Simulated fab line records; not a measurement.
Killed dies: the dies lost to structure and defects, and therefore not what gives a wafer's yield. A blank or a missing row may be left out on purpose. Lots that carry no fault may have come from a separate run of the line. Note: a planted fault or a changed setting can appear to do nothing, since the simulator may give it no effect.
Chamber matching || flow nand_harc || NHARC_P_M0_DESCUM_14 on rie_diel-02: 4 sister chambers
The step chemistry O2, time 3 s. 4 wafers are shown with their chamber, then 7 later ones without.

WAFERS PAIRED WITH THEIR CHAMBERS
{"wafer": "L755.6", "chamber": 0, "drypump_motor_current_A (A)": 6.7}
{"wafer": "L766.3", "chamber": 1, "drypump_motor_current_A (A)": 5.0}
{"wafer": "L767.3", "chamber": 3, "drypump_motor_current_A (A)": 5.6}
{"wafer": "L767.4", "chamber": 2, "drypump_motor_current_A (A)": 5.5}

WAFERS WITH NO CHAMBER GIVEN
{"wafer": "L767.5", "drypump_motor_current_A (A)": 5.5}
{"wafer": "L768.2", "drypump_motor_current_A (A)": 5.1}
{"wafer": "L768.3", "drypump_motor_current_A (A)": 5.5}
{"wafer": "L768.6", "drypump_motor_current_A (A)": 5.5}
{"wafer": "L773.2", "drypump_motor_current_A (A)": 5.1}
{"wafer": "L773.4", "drypump_motor_current_A (A)": 5.5}
{"wafer": "L773.5", "drypump_motor_current_A (A)": 5.5}

CHAMBER TAKEN BY EACH
{"wafer": "L767.5", "from the rows above": "can't be placed: 2 or 3", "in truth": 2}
{"wafer": "L768.2", "from the rows above": 1, "in truth": 1}
{"wafer": "L768.3", "from the rows above": "can't be placed: 2 or 3", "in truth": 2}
{"wafer": "L768.6", "from the rows above": "can't be placed: 2 or 3", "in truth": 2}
{"wafer": "L773.2", "from the rows above": 1, "in truth": 1}
{"wafer": "L773.4", "from the rows above": "can't be placed: 2 or 3", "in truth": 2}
{"wafer": "L773.5", "from the rows above": "can't be placed: 2 or 3", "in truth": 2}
2 of 7 placed correctly. Not placeable from these rows: 5 (in 5, the candidates include the true chamber). Number placed wrongly: 0.
How it was worked out, from the rows above alone: a wafer's distance from a chamber is the root of the sum, over the readings, of the square of ((its reading less the chamber's mean) divided by the reading's scatter). If the next closest chamber is less than 2 further off than the closest, the wafer can't be placed; otherwise it belongs to the closest. Each chamber's mean is taken over the wafers shown for it. The scatter (one wafer shown for each chamber): square how far every hidden wafer sits from the nearest shown wafer, average those squares and take the square root.
